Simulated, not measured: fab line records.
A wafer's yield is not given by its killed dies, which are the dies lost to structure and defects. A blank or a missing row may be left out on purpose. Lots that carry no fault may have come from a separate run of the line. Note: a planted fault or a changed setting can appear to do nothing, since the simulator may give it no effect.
2 desks, one fault -- flow nand_harc -- each desk has only its own numbers; what lay behind them comes last

== THE TOOL OWNER'S DESK: rie_diel-09 ==
The tool's own readings at NHARC_A_CONTACT_ETCH_30 (etches the open film in CF4/CHF3, target depth 72.6 nm, time 36.3 s): means of the sampled wafers that have a number, for each lot that ran on this tool. Marked OUT: a lot whose mean sits more than 4 standard deviations from the usual mean, which makes it out of limits; the brackets give that distance.
Columns: A = drypump_motor_current_A at NHARC_A_CONTACT_ETCH_30, usual 5.6 A; B = oes_product_au at NHARC_A_CONTACT_ETCH_30, usual 0.930 a.u.; C = rf_vpp_V at NHARC_A_CONTACT_ETCH_30, usual 369.7 V; D = run_length_s at NHARC_A_CONTACT_ETCH_30, usual 57.6 s; E = showerhead_plenum_p_Torr at NHARC_A_CONTACT_ETCH_30, usual 1.55 Torr; F = throttle_valve_pct at NHARC_A_CONTACT_ETCH_30, usual 16.803 %
lot,first seen here,A,B,C,D,E,F
L676,day 23 09:19,5.5,0.927,370.3,57.6,1.57,16.810
L681,day 24 22:47,5.8,0.932,372.1,57.8,1.64,16.804
L680,day 25 03:41,5.6,0.932,370.2,57.5,1.57,16.798
L688,day 28 15:45,5.6,0.929,370.8,55.0 (-7.1) OUT,1.57,16.809
L697,day 32 06:11,5.3,0.923,368.2,57.4,1.50,16.800
This desk's finding: out of limits on L688; first on L688, day 28 15:45 (run_length_s at NHARC_A_CONTACT_ETCH_30). L676, L681, L680, L697: within limits.

== THE DEFECT DESK ==
What the inspections along the route counted, lot by lot: means of the sampled wafers that have a number. Marked OUT: a lot whose mean sits more than 4 standard deviations from the usual mean, which makes it out of limits; the brackets give that distance.
Columns: A = raw_defect_count at NHARC_A_CONTACT_INSPECT_10, usual 82
lot,first seen here,A
L674,day 21 22:01,120
L675,day 23 01:29,59
L676,day 23 08:43,96
L681,day 24 22:06,63
L680,day 25 02:58,149
L682,day 25 14:21,69
L684,day 26 05:18,79
L688,day 28 15:10,67
L691,day 28 23:28,102
L695,day 31 06:04,23
L696,day 32 02:28,90
L697,day 32 05:36,133
Finding of this desk: none of the 12 lots has anything out of limits.

== TAKEN TOGETHER ==
The tool owner's desk had the chance to raise an alarm at day 28 15:45 on L688.
The defect desk saw nothing out of limits.
The defect desk has L688 on record, within its limits.
Of the lots named, all ran NHARC_A_CONTACT_ETCH_30 on rie_diel-09.

== WHAT HAD BEEN PUT IN BY THE SIMULATOR ==
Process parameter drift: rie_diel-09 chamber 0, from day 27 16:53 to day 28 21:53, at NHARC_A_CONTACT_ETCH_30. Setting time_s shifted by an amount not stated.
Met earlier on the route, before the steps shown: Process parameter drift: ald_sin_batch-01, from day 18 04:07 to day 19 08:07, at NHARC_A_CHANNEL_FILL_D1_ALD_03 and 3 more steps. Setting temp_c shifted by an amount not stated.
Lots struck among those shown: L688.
Each desk's first reading out of limits, in hours after the fault started: the tool owner's desk, 23.
